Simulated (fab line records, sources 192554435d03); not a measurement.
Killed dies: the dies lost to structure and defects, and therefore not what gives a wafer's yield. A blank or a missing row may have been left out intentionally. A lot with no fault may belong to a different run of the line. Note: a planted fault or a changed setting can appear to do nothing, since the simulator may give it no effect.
Chamber matching | flow n5_finfet | N5_MOL_CONTACT_COAG_ALD_123 on ald_sin-04 has 4 sister chambers
The step deposits SiNx, target thk 5 nm, pulse time 1 s, purge time 2 s. 8 wafers are shown with their chamber, then 12 later ones without.

## WAFERS, EACH WITH ITS CHAMBER
wafer  | chamber | heater_power_w (W) | precursor_pulse_height_rel
L086.1 | 2       | 916                | 0.999
L086.2 | 1       | 858                | 1.026
L086.3 | 3       | 715                | 0.984
L086.5 | 0       | 950                | 1.020
L086.6 | 1       | 859                | 0.981
L087.1 | 3       | 722                | 0.991
L087.2 | 2       | 939                | 1.021
L087.3 | 0       | 965                | 1.012

## WAFERS MISSING THEIR CHAMBER
wafer  | heater_power_w (W) | precursor_pulse_height_rel
L087.4 | 875                | 1.022
L087.5 | 912                | 0.985
L087.6 | 842                | 0.982
L089.2 | 718                | 0.993
L089.4 | 973                | 1.006
L089.6 | 966                | 0.995
L092.1 | 904                | 0.992
L092.2 | 731                | 0.961
L092.3 | 861                | 0.968
L092.4 | 976                | 0.989
L092.5 | 856                | 1.022
L092.6 | 954                | 1.038

## THE CHAMBER EACH PASSED THROUGH
wafer  | from the rows above     | in truth
L087.4 | 1                       | 1
L087.5 | 2                       | 2
L087.6 | 1                       | 1
L089.2 | 3                       | 3
L089.4 | 0                       | 0
L089.6 | 0                       | 0
L092.1 | 2                       | 2
L092.2 | 3                       | 3
L092.3 | 1                       | 1
L092.4 | 0                       | 0
L092.5 | 1                       | 1
L092.6 | can't be placed: 0 or 2 | 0
Correctly placed: 11 of 12. Can't be placed from these rows: 1 (the true chamber is among the candidates in 1). Number placed wrongly: 0.
How it was worked out, from the rows above alone: a wafer's distance from a chamber is the root of the sum, over the readings, of the square of ((its reading less the chamber's mean) divided by the reading's scatter). The wafer belongs to the nearest chamber; if the next one is less than 2 further off, it can't be placed. A chamber's mean is the mean of its shown wafers. The scatter is the square root of a quotient: the sum, over the shown wafers, of each reading's squared deviation from its chamber's mean, divided by wafers minus chambers.
